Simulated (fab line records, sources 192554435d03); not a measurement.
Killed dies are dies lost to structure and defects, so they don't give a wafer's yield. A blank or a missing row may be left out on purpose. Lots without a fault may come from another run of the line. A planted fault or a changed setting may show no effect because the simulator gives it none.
A struck lot beside a sound one | flow n5_finfet | 37 steps out of a route of 1938
Sound: wafers L330.1, L330.2, L330.6. Struck: wafers L331.4, L331.6. (L331.3 of the same lot was not struck and is left out.) The cause comes at the end.
At each step with rows: each side's tool, then ch and its chambers, then its first start. Under that, the readings that differ: sound wafers | struck wafers | difference of the means | sigmas: that difference in standard deviations of wafers without a fault.
alike: readings whose means differ by less than 2 such deviations, and words and numbers that are the same on both sides. not compared: withheld readings, readings that some wafer has no value for, bounds like >300 that may hide the same value, and numbers for which the record gives no deviation and whose values overlap.
The two part at a step that has a row with sigmas, a row that says differs or no value, or rows on one side only. Numbers that don't overlap but have no deviation are shown without sigmas and don't part them. A reading that every wafer of one side lacks parts them only if that side has two wafers or more.

first, 12 steps without rows for these wafers: N5_GATE_CUT_STRIP_38 (strips in N2/H2); N5_GATE_CUT_STRIP_39 (strips in N2/H2); N5_GATE_CUT_HM_OPEN_40 (chemistry C4F6/O2, target SiO2, target depth 139 nm, time 85.1 s); N5_GATE_CUT_STRIP_41 (strips in CF4); N5_GATE_CUT_STRIP_42 (strips in O2); N5_GATE_CUT_ETCH_19 (etches SiNx in CH3F/O2, target depth 53.7 nm, time 76.7 s); N5_GATE_CUT_CUT_ETCH_53 (etches W in SF6/Cl2, target depth 79.2 nm); N5_GATE_CUT_CUT_ETCH_54 (etches TiN in Cl2/BCl3, target depth 96.7 nm); N5_GATE_CUT_CUT_ETCH_55 (etches HfO2 in BCl3, target depth 3.2 nm); N5_GATE_CUT_ETCH_47 (etches SiO2 in Cl2/BCl3, target depth 10 nm); N5_GATE_CUT_VAPOR_ETCH_48 (etches TiN in BCl3/Cl2); N5_GATE_CUT_VAPOR_ETCH_49 (etches TiAlC in BCl3/Cl2).
N5_GATE_CUT_VAPOR_ETCH_51: etches HfO2 in BCl3/Cl2.
  sound on rie_metal-03 ch 0,1, day 9 01:22; struck on rie_metal-02 ch 1, day 9 08:36
  alike: drypump_motor_current_A, oes_product_au
then, 23 steps without rows for these wafers: N5_GATE_CUT_STRIP_21 (strips in N2/H2, time 30 s); N5_GATE_CUT_STRIP_29 (strips in post etch residue remover, time 60 s); N5_GATE_CUT_SRD_52 (time 30 s); N5_GATE_CUT_ALD_22 (deposits SiNx, target thk 16 nm, pulse time 1 s, ald cycles 320); N5_GATE_CUT_CMP_23 (polishes, stops on SiO2, t overpolish 23.4 s, target thk 16 nm); N5_GATE_CUT_CMP_43 (polishes SiO2); N5_GATE_CUT_CMP_61 (polishes, stops on SiNx, t overpolish 3 s); N5_MOL_CONTACT_COAG_COAT_103 (time 60 s, resist thk 80 nm); N5_MOL_CONTACT_COAG_COAT_104 (time 60 s, resist thk 12 nm); N5_MOL_CONTACT_COAG_COAT_58 (time 60 s, resist thk 10 nm); N5_MOL_CONTACT_COAG_COAT_02 (resist thk 30 nm); N5_MOL_CONTACT_COAG_EBR_04; N5_MOL_CONTACT_COAG_SOFTBAKE_03 (time 60 s); N5_MOL_CONTACT_COAG_EXPOSE_05 (exposes mask CA, defocus 0 nm); N5_MOL_CONTACT_COAG_PEB_06 (peb time 60 s); N5_MOL_CONTACT_COAG_DEVELOP_07 (develop time 30 s); N5_MOL_CONTACT_COAG_DESCUM_13 (chemistry O2, time 7 s); N5_MOL_CONTACT_COAG_ETCH_59 (etches underlayer in N2/H2, target depth 13 nm, time 10.4 s); N5_MOL_CONTACT_COAG_ETCH_105 (etches SiARC in CF4, target depth 15.6 nm, time 26 s); N5_MOL_CONTACT_COAG_ETCH_106 (etches SOC in N2/H2, target depth 80 nm, overetch 16 nm, time 120 s); N5_MOL_CONTACT_COAG_STRIP_107 (strips in N2/H2); N5_MOL_CONTACT_COAG_STRIP_108 (strips in N2/H2); N5_MOL_CONTACT_COAG_CONTACT_ETCH_14 (etches SiO2 in C4F6/O2, target depth 27.5 nm, overetch 8.5 nm, time 20 s).
-- the record jumps here: 11 days lie between the struck wafers' starts before and after (it left off in module MOL_CONTACT_COAG and takes up again in module PASSIVATION, whose first step shown is number 1936 of the route) --
N5_PASSIVATION_PROBE_49:
  the record has rows for the struck wafers here (prober-01, day 20 05:11) and none for the sound ones

WHERE THEY PART
Only at N5_PASSIVATION_PROBE_49, within this record.

WHY: what the simulator had put in
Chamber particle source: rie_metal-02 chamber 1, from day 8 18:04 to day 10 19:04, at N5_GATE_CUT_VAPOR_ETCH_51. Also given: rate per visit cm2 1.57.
